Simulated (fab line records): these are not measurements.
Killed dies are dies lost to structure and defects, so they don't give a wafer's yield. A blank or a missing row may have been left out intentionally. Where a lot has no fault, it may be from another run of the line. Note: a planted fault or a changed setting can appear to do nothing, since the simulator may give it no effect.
Which tool was responsible? / flow n5 finfet / 28 wafers from 10 lots sampled at 5 of the route's 1938 steps

== WHAT EACH GAUGE READ, for each wafer ==
N5_BEOL_M13_RS_MEAS_54: measurement is done with a four-point probe.
lot=L995; measured=day 11 08:25; on=film metro-02; M13_RS (ohm/sq)=0.0447 0.0439 0.0450
lot=L996; measured=day 11 16:47; on=film metro-02; M13_RS (ohm/sq)=0.0459 0.0446 0.0457
lot=L998; measured=day 11 21:55; on=film metro-01; M13_RS (ohm/sq)=0.0455 0.0444 0.0458
lot=L999; measured=day 12 11:49; on=film metro-01; M13_RS (ohm/sq)=0.0448 0.0444 0.0450
lot=L100; measured=day 12 17:10; on=film metro-02; M13_RS (ohm/sq)=0.0445 0.0452 0.0439
lot=L103; measured=day 14 17:25; on=film metro-01; M13_RS (ohm/sq)=0.0458 0.0457 0.0456
lot=L106; measured=day 14 21:34; on=film metro-02; M13_RS (ohm/sq)=0.0454 0.0444 0.0454
lot=L105; measured=day 15 07:48; on=film metro-01; M13_RS (ohm/sq)=0.0446 0.0465 0.0446
lot=L114; measured=day 17 04:39; on=film metro-02; M13_RS (ohm/sq)=0.0448 0.0452
lot=L113; measured=day 17 05:45; on=film metro-02; M13_RS (ohm/sq)=0.0459 0.0454

N5_BEOL_M14_CD_MEAS_17: the cd target is 250 nm.
lot=L995; measured=day 11 10:10; on=cd sem-03; cd nm (nm)=253.6 251.2 254.4
lot=L996; measured=day 11 17:53; on=cd sem-01; cd nm (nm)=253.4 252.1 251.3
lot=L998; measured=day 11 23:00; on=cd sem-03; cd nm (nm)=249.9 249.6 247.3
lot=L999; measured=day 12 12:55; on=cd sem-02; cd nm (nm)=249.8 244.7 250.4
lot=L100; measured=day 12 18:22; on=cd sem-01; cd nm (nm)=251.5 251.1 251.1
lot=L103; measured=day 14 18:46; on=cd sem-02; cd nm (nm)=256.1 254.9 254.8
lot=L106; measured=day 14 22:47; on=cd sem-02; cd nm (nm)=254.8 258.8 252.9
lot=L105; measured=day 15 09:03; on=cd sem-01; cd nm (nm)=255.3 254.0 256.7
lot=L114; measured=day 17 05:44; on=cd sem-01; cd nm (nm)=260.4 256.8
lot=L113; measured=day 17 07:10; on=cd sem-03; cd nm (nm)=257.4 261.8

== WHICH TOOL RAN EACH LOT (tool, then ch and the chambers of the sampled wafers, then the start) ==
lot=L995; N5_BEOL_M13_SPUTTER_43=pvd sputter-03, day 11 07:15; N5_BEOL_M14_ETCH_59=rie diel-06 ch 0,2,3, day 11 09:42; N5_BEOL_M14_STRIP_64=rie diel-06 ch 0,2,3, day 11 10:10 or earlier
lot=L996; N5_BEOL_M13_SPUTTER_43=pvd sputter-02, day 11 15:01; N5_BEOL_M14_ETCH_59=rie diel-05 ch 0,2,3, day 11 17:29; N5_BEOL_M14_STRIP_64=rie diel-05 ch 0,2,3, day 11 17:53 or earlier
lot=L998; N5_BEOL_M13_SPUTTER_43=pvd sputter-02, day 11 20:45; N5_BEOL_M14_ETCH_59=rie diel-05 ch 0,2, day 11 22:35; N5_BEOL_M14_STRIP_64=rie diel-05 ch 0,2, day 11 23:00 or earlier
lot=L999; N5_BEOL_M13_SPUTTER_43=pvd sputter-02, day 12 10:40; N5_BEOL_M14_ETCH_59=rie diel-06 ch 0,1,2, day 12 12:31; N5_BEOL_M14_STRIP_64=rie diel-06 ch 0,1,2, day 12 12:55 or earlier
lot=L100; N5_BEOL_M13_SPUTTER_43=pvd sputter-01, day 12 15:58; N5_BEOL_M14_ETCH_59=rie diel-06 ch 0,2,3, day 12 17:57; N5_BEOL_M14_STRIP_64=rie diel-06 ch 0,2,3, day 12 18:22 or earlier
lot=L103; N5_BEOL_M13_SPUTTER_43=pvd sputter-01, day 14 14:43; N5_BEOL_M14_ETCH_59=rie diel-02 ch 0,2, day 14 18:22; N5_BEOL_M14_STRIP_64=rie diel-02 ch 0,2, day 14 18:46 or earlier
lot=L106; N5_BEOL_M13_SPUTTER_43=pvd sputter-01, day 14 18:01; N5_BEOL_M14_ETCH_59=rie diel-02 ch 0,1,3, day 14 22:23; N5_BEOL_M14_STRIP_64=rie diel-02 ch 0,1,3, day 14 22:47 or earlier
lot=L105; N5_BEOL_M13_SPUTTER_43=pvd sputter-03, day 15 06:35; N5_BEOL_M14_ETCH_59=rie diel-02 ch 0,1,2, day 15 08:39; N5_BEOL_M14_STRIP_64=rie diel-02 ch 0,1,2, day 15 09:03 or earlier
lot=L114; N5_BEOL_M13_SPUTTER_43=pvd sputter-01, day 17 03:32; N5_BEOL_M14_ETCH_59=rie diel-02 ch 0,1, day 17 05:22; N5_BEOL_M14_STRIP_64=rie diel-02 ch 0,1, day 17 05:44 or earlier
lot=L113; N5_BEOL_M13_SPUTTER_43=pvd sputter-02, day 17 04:37; N5_BEOL_M14_ETCH_59=rie diel-02 ch 0,3, day 17 06:47; N5_BEOL_M14_STRIP_64=rie diel-02 ch 0,3, day 17 07:10 or earlier
- N5_BEOL_M13_SPUTTER_43: material TaN, target thk 15 nm, time 24.19 s.
- N5_BEOL_M14_ETCH_59: etches BARC in N2/H2, target depth 89 nm, overetch 26.7 nm, time 67.9 s.
- N5_BEOL_M14_STRIP_64: strips in O2.

== AS READ BY THE TOOLS THEMSELVES (means over the sampled wafers that have a number; for cases with no such wafer, the mark the record gives instead) ==
N5_BEOL_M13_SPUTTER_43.
lot=L995; tool=pvd sputter-03; susceptor temp C (C)=50.03; throttle valve pct (%)=30.1
lot=L996; tool=pvd sputter-02; susceptor temp C (C)=49.96; throttle valve pct (%)=29.5
lot=L998; tool=pvd sputter-02; susceptor temp C (C)=50.01; throttle valve pct (%)=29.0
lot=L999; tool=pvd sputter-02; susceptor temp C (C)=49.95; throttle valve pct (%)=29.4
lot=L100; tool=pvd sputter-01; susceptor temp C (C)=49.94; throttle valve pct (%)=30.7
lot=L103; tool=pvd sputter-01; susceptor temp C (C)=49.99; throttle valve pct (%)=30.1
lot=L106; tool=pvd sputter-01; susceptor temp C (C)=49.96; throttle valve pct (%)=30.0
lot=L105; tool=pvd sputter-03; susceptor temp C (C)=50.07; throttle valve pct (%)=30.7
lot=L114; tool=pvd sputter-01; susceptor temp C (C)=50.09; throttle valve pct (%)=30.1
lot=L113; tool=pvd sputter-02; susceptor temp C (C)=50.02; throttle valve pct (%)=29.2

N5_BEOL_M14_ETCH_59.
lot=L995; tool=rie diel-06; drypump motor current A (A)=5.2; oes product au (a.u.)=0.59; rf vpp V (V)=521.9; showerhead plenum p Torr (Torr)=2.48; throttle valve pct (%)=18.03
lot=L996; tool=rie diel-05; drypump motor current A (A)=6.1; oes product au (a.u.)=0.66; rf vpp V (V)=523.3; showerhead plenum p Torr (Torr)=2.52; throttle valve pct (%)=18.01
lot=L998; tool=rie diel-05; drypump motor current A (A)=6.3; oes product au (a.u.)=0.62; rf vpp V (V)=524.5; showerhead plenum p Torr (Torr)=2.53; throttle valve pct (%)=18.22
lot=L999; tool=rie diel-06; drypump motor current A (A)=5.4; oes product au (a.u.)=0.58; rf vpp V (V)=522.8; showerhead plenum p Torr (Torr)=2.47; throttle valve pct (%)=18.32
lot=L100; tool=rie diel-06; drypump motor current A (A)=5.2; oes product au (a.u.)=0.59; rf vpp V (V)=522.9; showerhead plenum p Torr (Torr)=2.48; throttle valve pct (%)=18.07
lot=L103; tool=rie diel-02; drypump motor current A (A)=5.8; oes product au (a.u.)=0.63; rf vpp V (V)=524.0; showerhead plenum p Torr (Torr)=2.52; throttle valve pct (%)=17.91
lot=L106; tool=rie diel-02; drypump motor current A (A)=6.0; oes product au (a.u.)=0.71; rf vpp V (V)=525.2; showerhead plenum p Torr (Torr)=2.55; throttle valve pct (%)=17.63
lot=L105; tool=rie diel-02; drypump motor current A (A)=6.2; oes product au (a.u.)=0.64; rf vpp V (V)=524.4; showerhead plenum p Torr (Torr)=2.56; throttle valve pct (%)=17.80
lot=L114; tool=rie diel-02; drypump motor current A (A)=6.2; oes product au (a.u.)=0.63; rf vpp V (V)=525.4; showerhead plenum p Torr (Torr)=2.57; throttle valve pct (%)=17.71
lot=L113; tool=rie diel-02; drypump motor current A (A)=5.7; oes product au (a.u.)=0.69; rf vpp V (V)=523.6; showerhead plenum p Torr (Torr)=2.49; throttle valve pct (%)=17.74

N5_BEOL_M14_STRIP_64.
lot=L995; tool=rie diel-06; drypump motor current A (A)=5.2; oes product au (a.u.)=0.68; rf vpp V (V)=4.0; showerhead plenum p Torr (Torr)=2.04; throttle valve pct (%)=16.82
lot=L996; tool=rie diel-05; drypump motor current A (A)=6.1; oes product au (a.u.)=0.77; rf vpp V (V)=3.4; showerhead plenum p Torr (Torr)=2.07; throttle valve pct (%)=16.72
lot=L998; tool=rie diel-05; drypump motor current A (A)=6.3; oes product au (a.u.)=0.73; rf vpp V (V)=3.8; showerhead plenum p Torr (Torr)=2.08; throttle valve pct (%)=16.90
lot=L999; tool=rie diel-06; drypump motor current A (A)=5.4; oes product au (a.u.)=0.67; rf vpp V (V)=3.5; showerhead plenum p Torr (Torr)=2.03; throttle valve pct (%)=17.08
lot=L100; tool=rie diel-06; drypump motor current A (A)=5.3; oes product au (a.u.)=0.68; rf vpp V (V)=3.5; showerhead plenum p Torr (Torr)=2.04; throttle valve pct (%)=16.86
lot=L103; tool=rie diel-02; drypump motor current A (A)=5.8; oes product au (a.u.)=0.74; rf vpp V (V)=3.7; showerhead plenum p Torr (Torr)=2.08; throttle valve pct (%)=16.79
lot=L106; tool=rie diel-02; drypump motor current A (A)=6.0; oes product au (a.u.)=0.83; rf vpp V (V)=4.0; showerhead plenum p Torr (Torr)=2.11; throttle valve pct (%)=16.61
lot=L105; tool=rie diel-02; drypump motor current A (A)=6.2; oes product au (a.u.)=0.74; rf vpp V (V)=3.5; showerhead plenum p Torr (Torr)=2.11; throttle valve pct (%)=16.68
lot=L114; tool=rie diel-02; drypump motor current A (A)=6.2; oes product au (a.u.)=0.74; rf vpp V (V)=3.8; showerhead plenum p Torr (Torr)=2.12; throttle valve pct (%)=16.67
lot=L113; tool=rie diel-02; drypump motor current A (A)=5.7; oes product au (a.u.)=0.82; rf vpp V (V)=3.8; showerhead plenum p Torr (Torr)=2.07; throttle valve pct (%)=16.72

== THE ANSWER, worked out from the rows above alone ==
Rule: usual is defined by the lots themselves. Put in order of their means at a reading, lots are off if they are a third of the lots or fewer, leave a main group of 4 or more, and stand apart from it by a gap of 3 or more times the standard deviation of the main group's means; of several such gaps the widest counts. Not used: any main group whose means are identical at the precision the tables above print for the reading. Also off: a lot with no number at a reading for which 4 or more lots have one. Any other lot the step has rows for is counted as sound. The gauges are gone through in route order, then the tools' own readings, and for those a lot's mean is taken as printed above. At the first step where some lot is off, the reading lying furthest off is the one used; lots without a number count as furthest.
Across all readings shown, no lot is off: no conclusion can be drawn from this.

== WHAT THE SIMULATOR HAD INSERTED ==
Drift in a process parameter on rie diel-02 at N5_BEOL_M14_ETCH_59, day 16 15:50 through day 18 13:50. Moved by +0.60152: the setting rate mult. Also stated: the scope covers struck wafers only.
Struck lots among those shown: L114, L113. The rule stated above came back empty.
